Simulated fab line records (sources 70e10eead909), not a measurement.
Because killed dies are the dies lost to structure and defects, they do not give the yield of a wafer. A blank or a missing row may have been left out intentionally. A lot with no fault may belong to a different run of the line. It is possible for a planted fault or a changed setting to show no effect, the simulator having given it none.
Problem report, 8D (eight disciplines) form, completed by code + flow nand harc + the parts of the form that need people (team, actions taken, sign-off) are left out

== 1. THE ISSUE ==
At NHARC_P_M1_EXPOSE_06, exposure dose mJ cm2 averages 80.84 over 9 wafers from 3 lots, while fault-free wafers read 81.80, standard deviation 0.096. Measured from the usual mean, that is -10 standard deviations.
The step: exposes mask P M1, target cd 130 nm.
The first sign was on wafer L267.1 at day 9 01:48, on arfi scanner-02. At this step, 39 wafers from 13 lots have a number in the record. Rule for "out", or "out of limits": more than 4 standard deviations from the usual mean. The other wafers with a number count as sound.

== 2. WHAT IT IS; WHAT IT IS NOT ==
| question                    | is                     | is not                                                                                 |
|-----------------------------|------------------------|----------------------------------------------------------------------------------------|
| which readings at this step | exposure dose mJ cm2   | focus offset nm                                                                        |
| which lots                  | L267, L274, L275       | L260, L262, L263, L264, L265, L266, L276, L279, L281, L282                             |
| which wafers of those lots  | all that have a number | -                                                                                      |
| read on which tools         | arfi scanner-02        | arfi scanner-01, arfi scanner-03                                                       |
| when                        | from day 9 01:48       | up to then (18 sound wafers); but 12 sound wafers of L276, L279, L281, L282 came after |

== 3. WHAT RULES OUT EACH SUSPECT ==
Counting: any tool at a process step up to the reading is kept as a suspect provided that every lot that is out went through it and no sound lot did after the first of them.
- arfi scanner-02 at NHARC_P_M1_EXPOSE_06 (exposes mask P M1, target cd 130 nm): kept. It ran every lot that is out, first L267 (day 9 01:48), and no sound lot after that; its last sound lot up to then is L266 (day 8 20:22). Out on those wafers are its own readings of exposure dose mJ cm2.
The count leaves arfi scanner-02 at NHARC_P_M1_EXPOSE_06.

== 4. THE CAUSE (what the simulator had put in) ==
Process parameter drift: arfi scanner-02, from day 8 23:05 on, at NHARC_P_M1_EXPOSE_06. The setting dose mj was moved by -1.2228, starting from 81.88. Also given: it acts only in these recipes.
Counting left only this tool.

== 5. SEQUENCE OF EFFECTS, ordered by route ==
Each row: a reading where the mean over the struck wafers with a number is more than 3 standard deviations away from the usual. Only readings for which the record gives a usual standard deviation are gone through. hours: the time from each lot's start at the first step in this table that gives one to its start at this step, as a median over the lots. sigmas: the change in usual standard deviations.
| hours | step                 | reading              | usual | on struck wafers | change | sigmas |
|-------|----------------------|----------------------|-------|------------------|--------|--------|
| 0     | NHARC_P_M1_EXPOSE_06 | exposure dose mJ cm2 | 81.80 | 80.84            | -0.96  | -10    |
Here are the process steps it includes:
- NHARC_P_M1_EXPOSE_06: exposes mask P M1, target cd 130 nm.
Later measuring or inspecting steps at which every struck wafer that the step has a row for has a number for every such reading, and none has moved that far: NHARC_END_SORT_01.

== 6. WHAT WOULD HAVE CAUGHT IT SOONER ==
In this record the first reading out of limits was taken at day 9 01:48, 3 hours after the fault began at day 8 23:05.
